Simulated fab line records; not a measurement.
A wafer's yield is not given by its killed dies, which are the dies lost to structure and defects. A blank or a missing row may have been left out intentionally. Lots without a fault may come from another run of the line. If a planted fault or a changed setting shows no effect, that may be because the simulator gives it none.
Struck lot and sound lot, side by side | flow nandHarc | 14 steps out of a route of 1302
Sound: these wafers, L369.2, L369.3, L369.6. Struck: wafers L386.2, L386.3, L386.4. The cause is given at the end.
At each step with rows: each side's tool, then ch and its chambers, then its first start. Under that, the readings that differ: sound wafers | struck wafers | difference of the means | sigmas: that difference in standard deviations of wafers without a fault.
alike: same words and numbers on both sides, and readings whose means sit less than 2 such deviations apart. not compared: any withheld reading, any reading some wafer has no value for, any bound like >300 that may hide the same value, and any number with overlapping values for which the record gives no deviation.
Wherever a step has rows on one side only, a row that says differs or no value, or a row with sigmas, the two part there. Non-overlapping numbers with no deviation appear without sigmas and do not part them. Lack of a reading on every wafer of one side parts them only where that side has two or more wafers.

NHARC_P_GATE_DESCUM_31: chemistry O2, time 3 s.
  sound on rieDiel-12 ch 0,2,3, day 5 15:52; struck on rieDiel-02 ch 0,1,2, day 12 18:17
  alike: drypumpMotorCurrentA, oesProductAu, rfVppV, showerheadPlenumPTorr, throttleValvePct
  not compared: rfHoursCounterH
then, 1 step without rows for these wafers: NHARC_P_GATE_ETCH_104 (etches the open film in CF4/CHF3, target depth 60 nm).
NHARC_P_GATE_HM_OPEN_105: chemistry O2/COS, target depth 360 nm.
  sound: rieDiel-12 ch 0,1,3; struck: rieDiel-02 ch 1,2,3
  alike: drypumpMotorCurrentA, oesProductAu, rfVppV, showerheadPlenumPTorr, throttleValvePct
  not compared: rfHoursCounterH
then, 1 step without rows for these wafers: NHARC_P_GATE_STRIP_106 (strips in O2/COS).
NHARC_P_GATE_ETCH_114: etches the open film in CF4/O2, target depth 30 nm, overetch 3 nm, time 16.5 s.
  sound: rieDiel-12 ch 1,2,3; struck: rieDiel-02 ch 0,1,3
  alike: drypumpMotorCurrentA, oes_f_703_au, oesProductAu, rfVppV, showerheadPlenumPTorr, throttleValvePct
  not compared: rfHoursCounterH
then, 1 step without rows for these wafers: NHARC_P_GATE_ETCH_32 (etches the open film in HBr/Cl2, target depth 150 nm, time 100.1 s).
NHARC_P_GATE_STRIP_108: strips in O2.
  sound on rieDiel-02 ch 0,3, day 5 16:29; struck on rieDiel-12 ch 0,1,3, day 12 18:55
  alike: drypumpMotorCurrentA, oesProductAu, rfVppV, showerheadPlenumPTorr, throttleValvePct
  not compared: rfHoursCounterH
NHARC_P_GATE_CD_MEAS_33:
  struck on cdSem-02, day 12 19:05; sound on cdSem-02, day 5 16:39
  alike: cdNm
then, 3 steps without rows for these wafers: NHARC_P_GATE_STRIP_35 (strips in SPM, time 600 s); NHARC_P_GATE_PRECLEAN_73 (cleans in SC1); NHARC_P_GATE_SRD_74.
NHARC_P_GATE_ALD_36: deposits SiNx, target thk 20 nm, pulse time 60 s, ald cycles 223.
  sound on aldSin-01 ch 1,2,3, day 5 18:10; struck on aldSin-03 ch 0,1,2, day 12 19:32
  alike: heaterPowerW, precursorPulseHeightRel
NHARC_P_GATE_ETCHBACK_37: etches the open film in CHF3/O2, target depth 34.5 nm, time 17.2 s.
  sound on rieDiel-10 ch 0,3, day 6 02:35; struck on rieDiel-10 ch 1,2,3, day 13 05:00
  no value came back on the struck wafers for any of 7 readings (biasW (W), chamberPressureMTorr (mTorr) and others); on the sound wafers biasW (W) reads 200.2 199.6 200.7
  not compared: rfHoursCounterH
then, 1 step without rows for these wafers: NHARC_P_GATE_STRIP_101 (strips in O2, time 20 s).

WHERE THEY PART
Only at NHARC_P_GATE_ETCHBACK_37, as far as this record shows.

WHY: whatever the simulator had introduced
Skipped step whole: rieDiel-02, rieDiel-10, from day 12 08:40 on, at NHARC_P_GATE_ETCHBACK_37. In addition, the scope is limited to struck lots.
